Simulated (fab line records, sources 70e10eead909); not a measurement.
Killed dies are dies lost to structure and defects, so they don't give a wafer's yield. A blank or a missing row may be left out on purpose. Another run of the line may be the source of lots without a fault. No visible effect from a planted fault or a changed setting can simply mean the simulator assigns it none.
Shared-tool check | flow nand-harc | 33 wafers sampled across 11 lots

WHY THIS WAS OPENED
On 2 of the 11 lots, a flag is raised at NHARC_P_M0_THK_MEAS_24 on the reading thk-nm. No-fault wafers: 117.7 nm, standard deviation 1.4.
Rule: a lot is flagged when every wafer of it that has a number lies more than 4 standard deviations from that mean, or none has a number. The rest of the lots are taken to be sound.

lot  | measured     | on            | thk-nm (nm), wafer by wafer | flag
L557 | day 6 03:02  | film-metro-01 | 117.2 115.7 115.5           |
L560 | day 7 13:58  | film-metro-01 | 115.7 115.8 117.6           |
L562 | day 8 05:50  | film-metro-02 | 119.3 118.2 119.5           |
L563 | day 8 11:46  | film-metro-02 | 29.3 29.4 29.9              | FLAGGED
L564 | day 9 01:29  | film-metro-01 | 28.4 30.0 29.7              | FLAGGED
L572 | day 12 07:37 | film-metro-02 | 117.3 118.9 116.6           |
L573 | day 12 17:17 | film-metro-01 | 119.0 116.8 117.6           |
L574 | day 13 04:28 | film-metro-01 | 118.3 118.5 120.8           |
L576 | day 14 05:59 | film-metro-01 | 116.5 118.5 119.5           |
L577 | day 14 11:07 | film-metro-02 | 118.2 117.4 116.1           |
L579 | day 15 10:57 | film-metro-01 | 117.8 116.7 120.0           |
On average the flagged lots' numbers are 29.4 nm, which is -88.2 nm against the usual, or -63 standard deviations.

WHICH TOOL EACH LOT WENT THROUGH
The record holds 5 process steps before the reading, out of a route of 1302 steps. Read each cell as the tool, then ch plus the chambers that the sampled wafers visited, then the start.
lot  | flag    | NHARC_P_CONTACT_CVD_23                   | NHARC_P_M0_STRIP_18                | NHARC_P_M0_PVD_20                       | NHARC_P_M0_ECD_22              | NHARC_P_M0_CMP_23
L557 |         | cvd-w-02 ch 0, day 6 01:08 or earlier    | rie-diel-04 ch 0,1,3, day 6 01:08  | pvd-sputter-03, day 6 02:00 or earlier  | ecd-cu-02 ch 0,1, day 6 02:00  | cmp-03 ch 1,2,3, day 6 02:43
L560 |         | cvd-w-02 ch 0,1, day 7 12:06 or earlier  | rie-diel-04 ch 0,1,2, day 7 12:06  | pvd-sputter-01, day 7 13:05 or earlier  | ecd-cu-02 ch 0,1, day 7 13:05  | cmp-01 ch 0,1,2, day 7 13:43
L562 |         | cvd-w-01 ch 0,1, day 8 03:56 or earlier  | rie-diel-04 ch 0,2,3, day 8 03:56  | pvd-sputter-01, day 8 04:50 or earlier  | ecd-cu-02 ch 1, day 8 04:50    | cmp-04 ch 0,1, day 8 05:31
L563 | FLAGGED | cvd-w-02 ch 0, day 8 09:50 or earlier    | rie-diel-04 ch 0,1, day 8 09:50    | pvd-sputter-01, day 8 10:46 or earlier  | ecd-cu-01 ch 1, day 8 10:46    | cmp-01 ch 0,2,3, day 8 11:31
L564 | FLAGGED | cvd-w-02 ch 0,1, day 8 23:35 or earlier  | rie-diel-04 ch 0,2,3, day 8 23:35  | pvd-sputter-02, day 9 00:27 or earlier  | ecd-cu-02 ch 0,1, day 9 00:27  | cmp-04 ch 0,1,2, day 9 01:11
L572 |         | cvd-w-01 ch 0,1, day 12 05:40 or earlier | rie-diel-07 ch 1,2,3, day 12 05:40 | pvd-sputter-03, day 12 06:34 or earlier | ecd-cu-01 ch 0,1, day 12 06:34 | cmp-03 ch 0,1,2, day 12 07:22
L573 |         | cvd-w-01 ch 1, day 12 15:19 or earlier   | rie-diel-07 ch 0,3, day 12 15:19   | pvd-sputter-03, day 12 16:14 or earlier | ecd-cu-01 ch 0,1, day 12 16:14 | cmp-04 ch 0,1, day 12 16:59
L574 |         | cvd-w-02 ch 0,1, day 13 02:31 or earlier | rie-diel-01 ch 1,2,3, day 13 02:31 | pvd-sputter-01, day 13 03:25 or earlier | ecd-cu-01 ch 0,1, day 13 03:25 | cmp-01 ch 0,2,3, day 13 04:08
L576 |         | cvd-w-02 ch 0,1, day 14 04:01 or earlier | rie-diel-07 ch 0,1,3, day 14 04:01 | pvd-sputter-03, day 14 04:56 or earlier | ecd-cu-02 ch 0,1, day 14 04:56 | cmp-04 ch 0,2,3, day 14 05:43
L577 |         | cvd-w-01 ch 0,1, day 14 09:11 or earlier | rie-diel-04 ch 0,1, day 14 09:11   | pvd-sputter-01, day 14 10:05 or earlier | ecd-cu-01 ch 0,1, day 14 10:05 | cmp-03 ch 0,1,2, day 14 10:52
L579 |         | cvd-w-02 ch 0,1, day 15 09:01 or earlier | rie-diel-01 ch 0,2, day 15 09:01   | pvd-sputter-01, day 15 09:57 or earlier | ecd-cu-02 ch 0,1, day 15 09:57 | cmp-04 ch 2,3, day 15 10:38
What is done by these steps:
- NHARC_P_CONTACT_CVD_23: deposits W, target thk 200 nm, time 557 s.
- NHARC_P_M0_STRIP_18: strips in N2/H2.
- NHARC_P_M0_PVD_20: deposits TaN, target thk 5 nm, time 8.06 s.
- NHARC_P_M0_ECD_22: material Cu, target thk 400 nm.
- NHARC_P_M0_CMP_23: polishes, t overpolish 20 s, target thk 117.54 nm.
- NHARC_P_M0_THK_MEAS_24: measures by xrf.

FLAGGED AGAINST TOTAL, ONE TOOL AT A TIME (gauges that did the reading follow at the end)
step                   | tool           | lots run | flagged | share of the flagged lots | sound lots run after its first flagged lot
NHARC_P_CONTACT_CVD_23 | cvd-w-01       | 4        | 0       | none                      | -
NHARC_P_CONTACT_CVD_23 | cvd-w-02       | 7        | 2       | all                       | 3 (L574,L576,L579)
NHARC_P_M0_STRIP_18    | rie-diel-01    | 2        | 0       | none                      | -
NHARC_P_M0_STRIP_18    | rie-diel-04    | 6        | 2       | all                       | 1 (L577)
NHARC_P_M0_STRIP_18    | rie-diel-07    | 3        | 0       | none                      | -
NHARC_P_M0_PVD_20      | pvd-sputter-01 | 6        | 1       | some                      | 3 (L574,L577,L579)
NHARC_P_M0_PVD_20      | pvd-sputter-02 | 1        | 1       | some                      | 0
NHARC_P_M0_PVD_20      | pvd-sputter-03 | 4        | 0       | none                      | -
NHARC_P_M0_ECD_22      | ecd-cu-01      | 5        | 1       | some                      | 4 (L572,L573,L574,L577)
NHARC_P_M0_ECD_22      | ecd-cu-02      | 6        | 1       | some                      | 2 (L576,L579)
NHARC_P_M0_CMP_23      | cmp-01         | 3        | 1       | some                      | 1 (L574)
NHARC_P_M0_CMP_23      | cmp-03         | 3        | 0       | none                      | -
NHARC_P_M0_CMP_23      | cmp-04         | 5        | 1       | some                      | 3 (L573,L576,L579)
NHARC_P_M0_THK_MEAS_24 | film-metro-01  | 7        | 1       | some                      | 4 (L573,L574,L576,L579)
NHARC_P_M0_THK_MEAS_24 | film-metro-02  | 4        | 1       | some                      | 2 (L572,L577)
With no start given for some of its lots, NHARC_P_CONTACT_CVD_23 uses the hours and lot order of NHARC_P_M0_STRIP_18. With no start given for some of its lots, NHARC_P_M0_PVD_20 uses the hours and lot order of NHARC_P_M0_ECD_22.

THE TABLE: WHAT IT ALLOWS
In 2 table rows, all flagged lots were run: cvd-w-02 (NHARC_P_CONTACT_CVD_23), rie-diel-04 (NHARC_P_M0_STRIP_18).
- cvd-w-02 at NHARC_P_CONTACT_CVD_23 ran 7 lots, 2 of them flagged. Lots that were sound ran on it after the first flagged one (L574, L576, L579); a persistent fault on the entire tool would not allow that.
- rie-diel-04 at NHARC_P_M0_STRIP_18 ran 6 lots, 2 of them flagged. Lots that were sound ran on it after the first flagged one (L577); a persistent fault on the entire tool would not allow that.
Every row of the table either missed a flagged lot or ran a sound lot after the first.

WHAT HAD BEEN PUT IN BY THE SIMULATOR
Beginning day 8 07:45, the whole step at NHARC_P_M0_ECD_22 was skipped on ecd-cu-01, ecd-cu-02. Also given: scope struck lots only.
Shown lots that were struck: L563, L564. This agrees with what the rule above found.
